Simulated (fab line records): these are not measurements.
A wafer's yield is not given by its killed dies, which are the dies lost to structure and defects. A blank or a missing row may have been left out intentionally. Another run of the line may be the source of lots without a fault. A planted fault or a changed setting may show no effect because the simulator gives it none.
fab line records | flow nand-harc | part 1 of 2: steps 1 to 26 of 37
[record] lots = 5 | wafers = 15 | last-day = 23
route steps=1159 shown A_BLC@984 A_M0@994
lots with no fault: from the same line, run without faults
start-h: hours from the record's first day to the start of the lot's first wafer shown | wait-h: hours since the lot's step before | " repeats the value in the row above | L1.1+2: a single row standing in for several wafers | - no value, or no start given | * or withheld: withheld | < > ~ a bound
route shown NAME@n: names a module that has steps shown in the file, with the first one's number in the route | usual: average and standard deviation across the fault-free wafers | same: alike in all rows | chamber/n: place in a boat | sites: readings site by site | _std_site: their standard deviation | _edge_site: the outer-site mean with the inner-site mean subtracted | radius-mm: for every site, how far away it sits from the centre of the wafer | mask NAME#n: copy n | behind: the most recent tool/chamber to have shaped the wafer | hold: what put the lot on hold/how long, in hours/how the hold closed | device: which transistor (n, p or np) failed to switch | end of line: the tests these same wafers got at the end of their route | for a step that has no rows: nothing shown but its recipe | killed: at the first sort, the dies lost to defects and structure; wafer yield is something else | map: a wafer's dies, x killed, . not, _ none there
set.NAME: the setting that was run; set.NAME@STEP: the one run at that earlier step | model.NAME: the simulator's own value behind a step, which no gauge read
lots seen at some steps along the route; tables by step, rows by wafer
services: when a tool's chamber went out of use (start-h, in hours from the record's first day, below 0 if earlier), for how many hours, and the reason
[[steps]]
[step NHARC_A_BLC_STRIP_22]
[recipe] time-s = 600 | temp-c = 30 | chemistry = post-etch-residue-remover
lot.wafer  | tool         | chamber | start-h | wait-h
L076.4+1+5 | wet-bench-02 | 0,1,5   | 403.94  | -
L086.5+3+6 | wet-bench-04 | 7,2,4   | 460.09  | -
L091.5+1+4 | wet-bench-09 | 5,6,1   | 489.17  | -
L088.2+5+1 | wet-bench-02 | 5,7,0   | 496.05  | -
L089.3+1+2 | wet-bench-04 | 4,7,0   | 502.56  | -
[step NHARC_A_BLC_DEGAS_30]
[recipe] temp-c = 300 | time-s = 60
[usual] heater-power-w = 491/58
lot.wafer | tool           | chamber | start-h | wait-h | heater-power-w
L076.1    | pvd-sputter-01 | -       | 404.21  | -      | 434
L076.4    | "              | -       | "       | "      | 523
L076.5    | "              | -       | "       | "      | 445
L086.3    | pvd-sputter-01 | -       | 460.36  | -      | 442
L086.5    | "              | -       | "       | "      | 435
L086.6    | "              | -       | "       | "      | 459
L091.1    | pvd-sputter-01 | -       | 489.44  | -      | 458
L091.4    | "              | -       | "       | "      | 500
L091.5    | "              | -       | "       | "      | 441
L088.1    | pvd-sputter-01 | -       | 496.32  | -      | 494
L088.2    | "              | -       | "       | "      | 502
L088.5    | "              | -       | "       | "      | 486
L089.1    | pvd-sputter-01 | -       | 502.82  | -      | 454
L089.3    | "              | -       | "       | "      | 489
L089.2    | "              | -       | "       | "      | 509
[step NHARC_A_BLC_PRE_CLEAN_31]
[recipe] time-s = 15 | bias-v = 250 | gas = Ar
lot.wafer  | tool           | chamber | start-h | wait-h
L076.4+1+5 | pvd-sputter-01 | -       | -       | -
L086.3+6+5 | pvd-sputter-01 | -       | -       | -
L091.4+1+5 | pvd-sputter-01 | -       | -       | -
L088.1+2+5 | pvd-sputter-01 | -       | -       | -
L089.3+2+1 | pvd-sputter-01 | -       | -       | -
[step NHARC_A_BLC_PVD_32]
[recipe] target-thk-a = 50 | chamber-pressure-pa = 5 | power-w = 5000 | substrate-temp-c = 200 | time-s = 17.7 | material = Ti
[usual] throttle-valve-pct = 30.2/0.95
lot.wafer | tool           | chamber | start-h | wait-h | throttle-valve-pct
L076.1    | pvd-sputter-01 | -       | -       | -      | 30.4
L076.4    | "              | -       | "       | "      | 29.7
L076.5    | "              | -       | "       | "      | 31.0
L086.3    | pvd-sputter-01 | -       | -       | -      | 31.1
L086.5    | "              | -       | "       | "      | 30.9
L086.6    | "              | -       | "       | "      | 30.7
L091.1    | pvd-sputter-01 | -       | -       | -      | 29.3
L091.4    | "              | -       | "       | "      | 30.4
L091.5    | "              | -       | "       | "      | 30.3
L088.1    | pvd-sputter-01 | -       | -       | -      | 31.1
L088.2    | "              | -       | "       | "      | 29.6
L088.5    | "              | -       | "       | "      | 30.2
L089.1    | pvd-sputter-01 | -       | -       | -      | 29.4
L089.2    | "              | -       | "       | "      | 30.3
L089.3    | "              | -       | "       | "      | 30.2
[step NHARC_A_BLC_ALD_23]
[recipe] target-thk-a = 30 | pulse-time-s = 1 | ald-cycles = 150 | temp-c = 450 | material = TiN
[usual] heater-power-w = 1161/130 | precursor-pulse-height-rel = 0.999/0.02
lot.wafer | tool         | chamber | start-h | wait-h | heater-power-w | precursor-pulse-height-rel
L076.1    | ald-metal-02 | 1       | 404.50  | -      | 1132           | 0.989
L076.5    | "            | 2       | "       | "      | 1161           | 1.001
L076.4    | "            | 0       | "       | "      | 1042           | 1.020
L086.3    | ald-metal-04 | 0       | 460.63  | -      | 1079           | 0.977
L086.5    | "            | 3       | "       | "      | 1335           | 0.994
L086.6    | "            | 0       | "       | "      | 1112           | 1.006
L091.1    | ald-metal-04 | 3       | 489.67  | -      | 1318           | 0.983
L091.4    | "            | 1       | "       | "      | 1035           | 0.949
L091.5    | "            | 3       | "       | "      | 1333           | 1.012
L088.2    | ald-metal-04 | 2       | 496.57  | -      | 1366           | 0.978
L088.1    | "            | 3       | "       | "      | 1332           | 1.044
L088.5    | "            | 2       | "       | "      | 1374           | 1.000
L089.2    | ald-metal-01 | 0       | 503.06  | -      | 1229           | 1.007
L089.3    | "            | 1       | "       | "      | 1186           | 1.020
L089.1    | "            | 3       | "       | "      | 1187           | 1.019
[step NHARC_A_BLC_CVD_24]
[recipe] target-thk-a = 1500 | temp-c = 300 | pressure-torr = 40 | wf6-flow-sccm = 40 | h2-flow-sccm = 1600 | ar-flow-sccm = 1560 | time-s = 434 | material = W
[usual] heater-power-w = 481/37 | throttle-valve-pct = 7.82/0.2
lot.wafer | tool     | chamber | start-h | wait-h | heater-power-w | throttle-valve-pct
L076.1    | cvd-w-01 | 0       | -       | -      | 505            | 7.76
L076.4    | "        | 0       | "       | "      | 501            | 7.97
L076.5    | "        | 1       | "       | "      | 524            | 7.81
L086.3    | cvd-w-01 | 1       | -       | -      | 522            | 8.05
L086.6    | "        | 0       | "       | "      | 502            | 7.83
L086.5    | "        | 1       | "       | "      | 517            | 8.30
L091.1    | cvd-w-02 | 1       | -       | -      | 457            | 7.73
L091.4    | "        | 0       | "       | "      | 439            | 7.68
L091.5    | "        | 1       | "       | "      | 458            | 7.34
L088.1    | cvd-w-02 | 1       | -       | -      | 453            | 7.77
L088.2    | "        | 0       | "       | "      | 430            | 7.66
L088.5    | "        | 1       | "       | "      | 450            | 7.78
L089.2    | cvd-w-01 | 0       | -       | -      | 493            | 7.75
L089.1    | "        | 1       | "       | "      | 553            | 8.00
L089.3    | "        | 1       | "       | "      | 553            | 7.78
[step NHARC_A_BLC_CMP_25]
[recipe] t-overpolish-s = 30 | target-thk-nm = 150
[usual] motor-current-A = 12.2/1.2 | overpolish-run-s = 30.001/0.0094 | time-to-endpoint-s = 29.2/2.7
lot.wafer | tool   | chamber | start-h | wait-h | motor-current-A | overpolish-run-s | time-to-endpoint-s
L076.4    | cmp-03 | 1       | 411.39  | 0.3    | 10.9            | 30.010           | 30.1
L076.1    | "      | 2       | "       | "      | 12.8            | 29.999           | 32.9
L076.5    | "      | 0       | "       | "      | 12.0            | 30.006           | 30.9
L086.3    | cmp-03 | 1       | 461.38  | 0.3    | 11.4            | 30.019           | 26.0
L086.5    | "      | 0       | "       | "      | 11.7            | 30.015           | 30.2
L086.6    | "      | 1       | "       | "      | 11.2            | 30.006           | 26.0
L091.4    | cmp-01 | 0       | 493.99  | 0.2    | 11.6            | 30.010           | 31.9
L091.1    | "      | 2       | "       | "      | 10.2            | 30.010           | 29.1
L091.5    | "      | 1       | "       | "      | 15.3            | 30.013           | 27.7
L088.2    | cmp-01 | 1       | 499.96  | 0.4    | 15.0            | 29.979           | 29.0
L088.1    | "      | 3       | "       | "      | 14.3            | 29.999           | 33.1
L088.5    | "      | 1       | "       | "      | 15.0            | 30.005           | 30.6
L089.1    | cmp-03 | 0       | 508.13  | 0.4    | 11.6            | 30.003           | 29.6
L089.3    | "      | 1       | "       | "      | 11.5            | 30.010           | 26.9
L089.2    | "      | 3       | "       | "      | 12.3            | 30.000           | 25.8
[step NHARC_A_BLC_SRD_27]
lot.wafer  | tool         | chamber | start-h | wait-h
L076.4+5+1 | wet-bench-09 | 3,4,7   | 411.66  | 0.0
L086.3+6+5 | wet-bench-09 | 5,6,1   | 461.68  | 0.0
L091.4+5+1 | wet-bench-04 | 2,3,6   | 494.32  | 0.0
L088.2+1+5 | wet-bench-04 | 5,6,7   | 500.28  | 0.0
L089.1+2+3 | wet-bench-09 | 0,2,5   | 508.45  | 0.0
[step NHARC_A_BLC_INSPECT_28]
[usual] raw-defect-count = 430/130
lot.wafer | tool              | chamber | start-h | wait-h | raw-defect-count
L076.1    | defect-inspect-02 | -       | 411.74  | 0.1    | 471
L076.4    | "                 | -       | "       | "      | 305
L076.5    | "                 | -       | "       | "      | 420
L086.3    | defect-inspect-02 | -       | 461.76  | 0.1    | 317
L086.5    | "                 | -       | "       | "      | 426
L086.6    | "                 | -       | "       | "      | 306
L091.1    | defect-inspect-02 | -       | 494.39  | 0.1    | 488
L091.4    | "                 | -       | "       | "      | 817
L091.5    | "                 | -       | "       | "      | 564
L088.1    | defect-inspect-01 | -       | 500.36  | 0.1    | 341
L088.2    | "                 | -       | "       | "      | 456
L088.5    | "                 | -       | "       | "      | 447
L089.1    | defect-inspect-01 | -       | 508.53  | 0.1    | 438
L089.2    | "                 | -       | "       | "      | 345
L089.3    | "                 | -       | "       | "      | 466
[step NHARC_A_M0_DEP_00]
[recipe] target-thk-a = 1500 | target-thk-nm = 150 | temp-c = withheld | pressure-torr = 5 | flow-sccm = 200 | rf-w = 600 | material = SiOC
lot.wafer  | tool     | chamber | start-h | wait-h
L076.1+4+5 | pecvd-01 | 1,1,0   | 411.81  | 0.1
L086.3+6+5 | pecvd-02 | 2,2,1   | 461.83  | 0.1
L091.1+4+5 | pecvd-03 | 2,2,0   | 494.51  | 0.1
L088.1+2+5 | pecvd-03 | 0,2,2   | 500.43  | 0.1
L089.2+3+1 | pecvd-03 | 0,1,2   | 508.59  | 0.1
[step NHARC_A_M0_DEHYDRATE_01]
[recipe] temp-c = 150 | time-s = 120
[usual] resist-line-temp-C = 23.00/0.1
lot.wafer | tool           | chamber | start-h | wait-h | resist-line-temp-C
L076.1    | litho-track-01 | 0       | 412.22  | -      | 23.12
L076.4    | "              | 0       | "       | "      | 22.97
L076.5    | "              | 0       | "       | "      | 23.08
L086.3    | litho-track-04 | 0       | 462.23  | -      | 23.01
L086.5    | "              | 0       | "       | "      | 22.89
L086.6    | "              | 0       | "       | "      | 23.01
L091.1    | litho-track-06 | 0       | 494.86  | -      | 23.06
L091.4    | "              | 0       | "       | "      | 23.07
L091.5    | "              | 0       | "       | "      | 23.09
L088.1    | litho-track-04 | 0       | 500.83  | -      | 22.91
L088.2    | "              | 0       | "       | "      | 23.03
L088.5    | "              | 0       | "       | "      | 23.12
L089.1    | litho-track-04 | 0       | 509.00  | -      | 23.14
L089.2    | "              | 0       | "       | "      | 23.05
L089.3    | "              | 0       | "       | "      | 23.14
[step NHARC_A_M0_HMDS_02]
[recipe] time-s = 30
[usual] resist-line-temp-C = 22.99/0.099
lot.wafer | tool           | chamber | start-h | wait-h | resist-line-temp-C
L076.1    | litho-track-01 | 0       | -       | -      | 22.92
L076.4    | "              | 0       | "       | "      | 23.17
L076.5    | "              | 0       | "       | "      | 22.96
L086.3    | litho-track-04 | 0       | -       | -      | 23.06
L086.5    | "              | 0       | "       | "      | 23.09
L086.6    | "              | 0       | "       | "      | 22.92
L091.1    | litho-track-06 | 0       | -       | -      | 23.05
L091.4    | "              | 0       | "       | "      | 23.08
L091.5    | "              | 0       | "       | "      | 23.00
L088.1    | litho-track-04 | 0       | -       | -      | 23.02
L088.2    | "              | 0       | "       | "      | 23.09
L088.5    | "              | 0       | "       | "      | 22.93
L089.1    | litho-track-04 | 0       | -       | -      | 23.09
L089.2    | "              | 0       | "       | "      | 22.96
L089.3    | "              | 0       | "       | "      | 23.24
[step NHARC_A_M0_COAT_33]
[recipe] temp-c = 200 | time-s = 65
[usual] resist-line-temp-C = 22.99/0.11
lot.wafer | tool           | chamber | start-h | wait-h | resist-line-temp-C
L076.1    | litho-track-01 | 0       | -       | -      | 23.01
L076.4    | "              | 0       | "       | "      | 22.97
L076.5    | "              | 0       | "       | "      | 22.93
L086.3    | litho-track-04 | 0       | -       | -      | 22.79
L086.5    | "              | 0       | "       | "      | 22.77
L086.6    | "              | 0       | "       | "      | 22.87
L091.1    | litho-track-06 | 0       | -       | -      | 22.78
L091.4    | "              | 0       | "       | "      | 22.98
L091.5    | "              | 0       | "       | "      | 22.94
L088.1    | litho-track-04 | 0       | -       | -      | 22.97
L088.2    | "              | 0       | "       | "      | 22.89
L088.5    | "              | 0       | "       | "      | 22.79
L089.1    | litho-track-04 | 0       | -       | -      | 23.24
L089.2    | "              | 0       | "       | "      | 23.02
L089.3    | "              | 0       | "       | "      | 23.04
[step NHARC_A_M0_COAT_03]
[recipe] spin-rpm = 1500 | resist-thk-nm = 90
[usual] resist-line-temp-C = 22.98/0.1
lot.wafer | tool           | chamber | start-h | wait-h | resist-line-temp-C
L076.1    | litho-track-01 | 0       | -       | -      | 22.89
L076.4    | "              | 0       | "       | "      | 23.08
L076.5    | "              | 0       | "       | "      | 23.03
L086.3    | litho-track-04 | 0       | -       | -      | 22.89
L086.5    | "              | 0       | "       | "      | 22.96
L086.6    | "              | 0       | "       | "      | 23.04
L091.1    | litho-track-06 | 0       | -       | -      | 22.96
L091.4    | "              | 0       | "       | "      | 23.07
L091.5    | "              | 0       | "       | "      | 22.90
L088.1    | litho-track-04 | 0       | -       | -      | 23.11
L088.2    | "              | 0       | "       | "      | 23.28
L088.5    | "              | 0       | "       | "      | 23.15
L089.1    | litho-track-04 | 0       | -       | -      | 23.15
L089.2    | "              | 0       | "       | "      | 23.01
L089.3    | "              | 0       | "       | "      | 22.93
[step NHARC_A_M0_SOFTBAKE_04]
[recipe] temp-c = 105 | time-s = 55
[usual] resist-line-temp-C = 23.01/0.089
lot.wafer | tool           | chamber | start-h | wait-h | resist-line-temp-C
L076.1    | litho-track-01 | 0       | -       | -      | 23.03
L076.4    | "              | 0       | "       | "      | 23.16
L076.5    | "              | 0       | "       | "      | 23.10
L086.3    | litho-track-04 | 0       | -       | -      | 23.10
L086.5    | "              | 0       | "       | "      | 23.00
L086.6    | "              | 0       | "       | "      | 22.97
L091.1    | litho-track-06 | 0       | -       | -      | 22.87
L091.4    | "              | 0       | "       | "      | 23.06
L091.5    | "              | 0       | "       | "      | 22.98
L088.1    | litho-track-04 | 0       | -       | -      | 22.88
L088.2    | "              | 0       | "       | "      | 22.96
L088.5    | "              | 0       | "       | "      | 22.92
L089.1    | litho-track-04 | 0       | -       | -      | 23.04
L089.2    | "              | 0       | "       | "      | 23.13
L089.3    | "              | 0       | "       | "      | 22.91
[step NHARC_A_M0_EBR_05]
[usual] resist-line-temp-C = 23.00/0.11
lot.wafer | tool           | chamber | start-h | wait-h | resist-line-temp-C
L076.1    | litho-track-01 | 0       | -       | -      | 22.97
L076.4    | "              | 0       | "       | "      | 22.98
L076.5    | "              | 0       | "       | "      | 23.08
L086.3    | litho-track-04 | 0       | -       | -      | 23.04
L086.5    | "              | 0       | "       | "      | 23.05
L086.6    | "              | 0       | "       | "      | 22.92
L091.1    | litho-track-06 | 0       | -       | -      | 22.94
L091.4    | "              | 0       | "       | "      | 22.98
L091.5    | "              | 0       | "       | "      | 22.87
L088.1    | litho-track-04 | 0       | -       | -      | 22.88
L088.2    | "              | 0       | "       | "      | 23.01
L088.5    | "              | 0       | "       | "      | 22.95
L089.1    | litho-track-04 | 0       | -       | -      | 22.95
L089.2    | "              | 0       | "       | "      | 23.01
L089.3    | "              | 0       | "       | "      | 23.13
[step NHARC_A_M0_EXPOSE_06]
[recipe] na = 1.35 | target-cd-nm = 80 | dose-mj = 83.25 | mask-id = A_M0
lot.wafer  | tool            | chamber | start-h | wait-h | mask
L076.1+4+5 | arfi-scanner-02 | 0       | 412.38  | -      | A_M0#0
L086.3+5+6 | arfi-scanner-01 | 0       | 462.52  | -      | A_M0#0
L091.1+4+5 | arfi-scanner-01 | 0       | 495.03  | -      | A_M0#0
L088.1+2+5 | arfi-scanner-03 | 0       | 501.13  | -      | A_M0#0
L089.1+2+3 | arfi-scanner-01 | 0       | 509.19  | -      | A_M0#0
[step NHARC_A_M0_PEB_07]
[recipe] peb-temp-c = 100 | peb-time-s = 65
[usual] resist-line-temp-C = 23.02/0.12
lot.wafer | tool           | chamber | start-h | wait-h | resist-line-temp-C
L076.1    | litho-track-04 | 0       | 412.44  | 0.1    | 23.21
L076.4    | "              | 0       | "       | "      | 23.05
L076.5    | "              | 0       | "       | "      | 23.05
L086.3    | litho-track-04 | 0       | 462.58  | 0.0    | 22.94
L086.5    | "              | 0       | "       | "      | 23.13
L086.6    | "              | 0       | "       | "      | 23.11
L091.1    | litho-track-06 | 0       | 495.09  | 0.1    | 22.98
L091.4    | "              | 0       | "       | "      | 22.97
L091.5    | "              | 0       | "       | "      | 23.08
L088.1    | litho-track-01 | 0       | 501.19  | 0.1    | 23.08
L088.2    | "              | 0       | "       | "      | 23.06
L088.5    | "              | 0       | "       | "      | 23.04
L089.1    | litho-track-04 | 0       | 509.25  | 0.1    | 23.20
L089.2    | "              | 0       | "       | "      | 23.18
L089.3    | "              | 0       | "       | "      | 23.08
[step NHARC_A_M0_DEVELOP_08]
[recipe] develop-time-s = 35 | dev-temp-c = 23
[usual] resist-line-temp-C = 23.01/0.1
lot.wafer | tool           | chamber | start-h | wait-h | resist-line-temp-C
L076.1    | litho-track-04 | 0       | -       | -      | 23.19
L076.4    | "              | 0       | "       | "      | 23.03
L076.5    | "              | 0       | "       | "      | 22.93
L086.3    | litho-track-04 | 0       | -       | -      | 23.14
L086.5    | "              | 0       | "       | "      | 23.04
L086.6    | "              | 0       | "       | "      | 23.06
L091.1    | litho-track-06 | 0       | -       | -      | 22.94
L091.4    | "              | 0       | "       | "      | 23.07
L091.5    | "              | 0       | "       | "      | 23.00
L088.1    | litho-track-01 | 0       | -       | -      | 23.09
L088.2    | "              | 0       | "       | "      | 23.07
L088.5    | "              | 0       | "       | "      | 23.06
L089.1    | litho-track-04 | 0       | -       | -      | 23.02
L089.2    | "              | 0       | "       | "      | 22.87
L089.3    | "              | 0       | "       | "      | 22.98
[step NHARC_A_M0_CD_MEAS_09]
[recipe] target-cd-nm = 80 | landing-energy-ev = 500
[usual] cd-nm = 79.6/0.58
lot.wafer | tool      | chamber | start-h | wait-h | cd-nm
L076.1    | cd-sem-03 | 0       | 412.52  | -      | 80.3
L076.4    | "         | 0       | "       | "      | 80.1
L076.5    | "         | 0       | "       | "      | 79.7
L086.3    | cd-sem-01 | 0       | 462.66  | -      | 79.2
L086.5    | "         | 0       | "       | "      | 80.2
L086.6    | "         | 0       | "       | "      | 79.3
L091.1    | cd-sem-03 | 0       | 495.17  | -      | 78.6
L091.4    | "         | 0       | "       | "      | 79.8
L091.5    | "         | 0       | "       | "      | 78.7
L088.1    | cd-sem-02 | 0       | 501.27  | -      | 78.8
L088.2    | "         | 0       | "       | "      | 80.2
L088.5    | "         | 0       | "       | "      | 78.8
L089.1    | cd-sem-03 | 0       | 509.33  | -      | 79.0
L089.2    | "         | 0       | "       | "      | 80.0
L089.3    | "         | 0       | "       | "      | 79.4
[step NHARC_A_M0_OVL_MEAS_10]
[recipe] pitch-nm = 160
[usual] overlay-x-nm = -0.3/0.78 | overlay-y-nm = 0.1/0.88
lot.wafer | tool       | chamber | start-h | wait-h | overlay-x-nm | overlay-y-nm
L076.1    | overlay-02 | -       | 412.61  | -      | 0.1          | -0.2
L076.4    | "          | -       | "       | "      | -0.2         | 0.6
L076.5    | "          | -       | "       | "      | -0.1         | 0.3
L086.3    | overlay-02 | -       | 462.74  | -      | -0.1         | -1.0
L086.5    | "          | -       | "       | "      | -0.7         | -0.9
L086.6    | "          | -       | "       | "      | -0.5         | -1.4
L091.1    | overlay-01 | -       | 495.26  | -      | 0.7          | 1.7
L091.4    | "          | -       | "       | "      | 0.3          | 2.2
L091.5    | "          | -       | "       | "      | -0.4         | 2.2
L088.1    | overlay-01 | -       | 501.35  | -      | -1.4         | -0.5
L088.2    | "          | -       | "       | "      | -1.1         | -0.2
L088.5    | "          | -       | "       | "      | -0.9         | -1.0
L089.1    | overlay-02 | -       | 509.41  | -      | -0.8         | 0.2
L089.2    | "          | -       | "       | "      | -0.5         | 0.3
L089.3    | "          | -       | "       | "      | -1.1         | 0.9
[step NHARC_A_M0_INSPECT_11]
[usual] raw-defect-count = 29/13
lot.wafer | tool              | chamber | start-h | wait-h | raw-defect-count
L076.1    | defect-inspect-02 | -       | 412.65  | 0.0    | 33
L076.4    | "                 | -       | "       | "      | 27
L076.5    | "                 | -       | "       | "      | 31
L086.3    | defect-inspect-01 | -       | 462.78  | 0.0    | 34
L086.5    | "                 | -       | "       | "      | 30
L086.6    | "                 | -       | "       | "      | 23
L091.1    | defect-inspect-01 | -       | 495.29  | 0.0    | 32
L091.4    | "                 | -       | "       | "      | 38
L091.5    | "                 | -       | "       | "      | 30
L088.1    | defect-inspect-02 | -       | 501.39  | 0.0    | 25
L088.2    | "                 | -       | "       | "      | 28
L088.5    | "                 | -       | "       | "      | 26
L089.1    | defect-inspect-01 | -       | 509.45  | 0.0    | 12
L089.2    | "                 | -       | "       | "      | 24
L089.3    | "                 | -       | "       | "      | 14
[step NHARC_A_M0_DESCUM_14]
[recipe] time-s = 3 | o2-flow-sccm = 200 | ar-flow-sccm = 0 | bias-power-w = 0 | chemistry = O2
[usual] drypump-motor-current-A = 5.67/0.29 | oes-product-au = 0.998/0.012 | rf-vpp-V = 57.9/0.86 | showerhead-plenum-p-Torr = 1.96/0.083 | throttle-valve-pct = 11.310/0.0084
lot.wafer | tool        | chamber | start-h | wait-h | drypump-motor-current-A | oes-product-au | rf-hours-counter-h | rf-vpp-V | showerhead-plenum-p-Torr | throttle-valve-pct
L076.4    | rie-diel-01 | 2       | 412.71  | 0.1    | 5.85                    | 0.999          | 4                  | 56.3     | 2.01                     | 11.310
L076.1    | "           | 0       | "       | "      | 5.62                    | 0.997          | 5                  | 57.4     | 1.95                     | 11.296
L076.5    | "           | 3       | "       | "      | 5.12                    | 1.003          | -                  | 58.0     | 2.01                     | 11.312
L086.3    | rie-diel-05 | 0       | 462.84  | 0.1    | 6.18                    | 1.006          | 7                  | 57.5     | 2.04                     | 11.300
L086.5    | "           | 0       | "       | "      | 6.16                    | 1.000          | -                  | 57.9     | 2.04                     | 11.302
L086.6    | "           | 1       | "       | "      | 5.49                    | 0.995          | -                  | 57.3     | 1.80                     | 11.298
L091.4    | rie-diel-08 | 3       | 495.35  | 0.1    | 5.98                    | 0.998          | 1                  | 57.9     | 2.02                     | 11.289
L091.1    | "           | 2       | "       | "      | 5.34                    | 0.989          | 1                  | 58.4     | 1.84                     | 11.312
L091.5    | "           | 0       | "       | "      | 5.62                    | 1.021          | -                  | 58.0     | 2.06                     | 11.326
L088.1    | rie-diel-08 | 0       | 501.46  | 0.1    | 5.54                    | 1.013          | 1                  | 57.7     | 2.06                     | 11.321
L088.2    | "           | 1       | "       | "      | 5.55                    | 0.995          | 1                  | 57.9     | 1.91                     | 11.317
L088.5    | "           | 0       | "       | "      | 5.60                    | 1.004          | -                  | 58.6     | 2.06                     | 11.321
L089.3    | rie-diel-08 | 3       | 509.52  | 0.1    | 6.01                    | 1.002          | 2                  | 58.9     | 2.02                     | 11.331
L089.1    | "           | 0       | "       | "      | 5.58                    | 1.022          | 2                  | 57.2     | 2.06                     | 11.301
L089.2    | "           | 1       | "       | "      | 5.59                    | 0.994          | 1                  | 57.3     | 1.91                     | 11.305
[step NHARC_A_M0_ETCH_34]
[recipe] target-depth-a = 400 | overetch-a = 120 | time-s = 43.94 | ion-energy-ev = 200 | n2-flow-sccm = 150 | h2-flow-sccm = 150 | ar-flow-sccm = 0 | rf-w = 400 | bias-w = 150 | chemistry = N2/H2
[usual] drypump-motor-current-A = 5.66/0.29 | oes-product-au = 0.997/0.011 | rf-vpp-V = 431.8/2.6 | showerhead-plenum-p-Torr = 2.09/0.089 | throttle-valve-pct = 14.170/0.0087
lot.wafer | tool        | chamber | start-h | wait-h | drypump-motor-current-A | oes-product-au | rf-hours-counter-h | rf-vpp-V | showerhead-plenum-p-Torr | throttle-valve-pct
L076.1    | rie-diel-01 | 3       | 412.80  | 0.1    | 5.16                    | 1.007          | 5                  | 433.8    | 2.15                     | 14.177
L076.4    | "           | 0       | "       | "      | 5.60                    | 1.002          | 5                  | 432.4    | 2.08                     | 14.171
L076.5    | "           | 1       | "       | "      | 5.82                    | 0.996          | -                  | 434.5    | 2.14                     | 14.171
L086.3    | rie-diel-05 | 3       | 462.94  | 0.1    | 5.68                    | 0.998          | 7                  | 433.8    | 2.13                     | 14.187
L086.6    | "           | 0       | "       | "      | 6.16                    | 1.002          | -                  | 434.7    | 2.17                     | 14.164
L086.5    | "           | 1       | "       | "      | 5.48                    | 0.999          | -                  | 427.6    | 1.91                     | 14.161
L091.4    | rie-diel-08 | 3       | 495.45  | 0.1    | 5.97                    | 1.000          | 1                  | 434.9    | 2.16                     | 14.154
L091.1    | "           | 1       | "       | "      | 5.54                    | 1.006          | 0                  | 431.9    | 2.04                     | 14.159
L091.5    | "           | 2       | "       | "      | 5.33                    | 0.988          | -                  | 429.8    | 1.96                     | 14.165
L088.1    | rie-diel-08 | 1       | 501.54  | 0.1    | 5.58                    | 1.000          | 1                  | 430.8    | 2.04                     | 14.160
L088.2    | "           | 2       | "       | "      | 5.32                    | 0.984          | 1                  | 428.6    | 1.96                     | 14.182
L088.5    | "           | 2       | "       | "      | 5.33                    | 0.991          | -                  | 429.5    | 1.96                     | 14.164
L089.1    | rie-diel-08 | 1       | 509.60  | 0.1    | 5.53                    | 1.011          | 1                  | 429.9    | 2.04                     | 14.180
L089.3    | "           | 2       | "       | "      | 5.33                    | 1.000          | 2                  | 428.5    | 1.96                     | 14.166
L089.2    | "           | 3       | "       | "      | 6.02                    | 1.005          | 2                  | 433.8    | 2.16                     | 14.165
[step NHARC_A_M0_ETCH_15]
[recipe] target-depth-a = 1500 | overetch-a = 150 | time-s = 82.5 | c4f8-flow-sccm = withheld | ar-flow-sccm = 400 | rf-w = 600 | bias-w = 300 | chemistry = C4F8/Ar
[usual] oes-product-au = 0.955/0.025 | rf-vpp-V = 442.1/2.6
lot.wafer | tool        | chamber | start-h | wait-h | oes-product-au | rf-hours-counter-h | rf-vpp-V
L076.4    | rie-diel-01 | 3       | -       | -      | 0.923          | 5                  | 444.2
L076.1    | "           | 1       | "       | "      | 0.927          | 4                  | 444.3
L076.5    | "           | 0       | "       | "      | 0.918          | -                  | 442.1
L086.3    | rie-diel-05 | 3       | -       | -      | 0.967          | 7                  | 444.0
L086.6    | "           | 0       | "       | "      | 0.961          | -                  | 444.0
L086.5    | "           | 1       | "       | "      | 0.955          | -                  | 437.4
L091.1    | rie-diel-08 | 0       | -       | -      | 0.979          | 0                  | 445.1
L091.4    | "           | 2       | "       | "      | 0.964          | 1                  | 439.1
L091.5    | "           | 1       | "       | "      | 0.971          | -                  | 441.4
L088.1    | rie-diel-08 | 0       | -       | -      | 0.976          | 1                  | 445.0
L088.2    | "           | 1       | "       | "      | 0.978          | 1                  | 440.1
L088.5    | "           | 2       | "       | "      | 0.974          | -                  | 439.5
L089.3    | rie-diel-08 | 3       | -       | -      | 0.967          | 2                  | 444.1
L089.1    | "           | 0       | "       | "      | 0.995          | 2                  | 444.9
L089.2    | "           | 1       | "       | "      | 0.985          | 1                  | 442.2
[step NHARC_A_M0_CD_MEAS_16]
[usual] cd-nm = 79.5/0.82
lot.wafer | tool      | chamber | start-h | wait-h | cd-nm
L076.1    | cd-sem-03 | -       | 413.02  | -      | 81.1
L076.4    | "         | -       | "       | "      | 78.9
L076.5    | "         | -       | "       | "      | 78.1
L086.3    | cd-sem-02 | -       | 463.15  | -      | 78.4
L086.5    | "         | -       | "       | "      | 79.0
L086.6    | "         | -       | "       | "      | 78.4
L091.1    | cd-sem-01 | -       | 495.66  | -      | 78.3
L091.4    | "         | -       | "       | "      | 79.3
L091.5    | "         | -       | "       | "      | 79.2
L088.1    | cd-sem-02 | -       | 501.75  | -      | 79.7
L088.2    | "         | -       | "       | "      | 79.7
L088.5    | "         | -       | "       | "      | 79.0
L089.1    | cd-sem-03 | -       | 509.81  | -      | 79.6
L089.2    | "         | -       | "       | "      | 80.1
L089.3    | "         | -       | "       | "      | 79.9
